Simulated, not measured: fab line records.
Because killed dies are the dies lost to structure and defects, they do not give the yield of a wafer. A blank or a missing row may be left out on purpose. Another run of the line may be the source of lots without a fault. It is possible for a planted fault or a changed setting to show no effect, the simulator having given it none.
Which tool was responsible?	flow n5-finfet	12 lots (36 wafers sampled), 1 step of a 1938-step route

## WHAT THE GAUGES SHOWED, per wafer
N5_BEOL_M11_OVL_MEAS_29.
lot	measured	on	V10_OVL (nm)
L075	day 11 09:32	overlay-02	1.6 -0.4 0.4
L077	day 12 14:41	overlay-02	0.7 1.0 -0.2
L078	day 13 01:34	overlay-01	-1.1 -0.8 -1.4
L081	day 13 15:40	overlay-02	-0.1 -0.6 -0.1
L080	day 13 20:37	overlay-01	1.1 1.2 0.2
L085	day 14 07:23	overlay-01	0.2 -0.4 0.1
L086	day 14 23:20	overlay-01	0.3 0.2 0.6
L091	day 15 12:20	overlay-02	1.2 0.1 0.3
L092	day 16 09:14	overlay-01	0.0 0.2 0.1
L090	day 16 23:46	overlay-01	0.0 1.5 -0.4
L095	day 17 01:52	overlay-01	1.1 -0.3 0.9
L097	day 17 15:28	overlay-02	2.6 2.0 1.8

## EACH LOT AND THE TOOL THAT RAN IT (in order: tool; ch and the chambers of the sampled wafers; start)
Record: no process step prior to these readings.

## THE ANSWER, worked out from the rows above alone
Rule: usual is defined by the lots themselves. Put in order of their means at a reading, lots are off if they are a third of the lots or fewer, leave a main group of 4 or more, and stand apart from it by a gap of 3 or more times the standard deviation of the main group's means; of several such gaps the widest counts. Not used: any main group whose means are identical at the precision the tables above print for the reading. A lot without any number at a reading at which 4 lots or more have one is off too. The other lots that the step has rows for count as sound.
No lot is off on any of the readings shown, so nothing can be concluded from this.

## WHAT THE SIMULATOR HAD INSERTED
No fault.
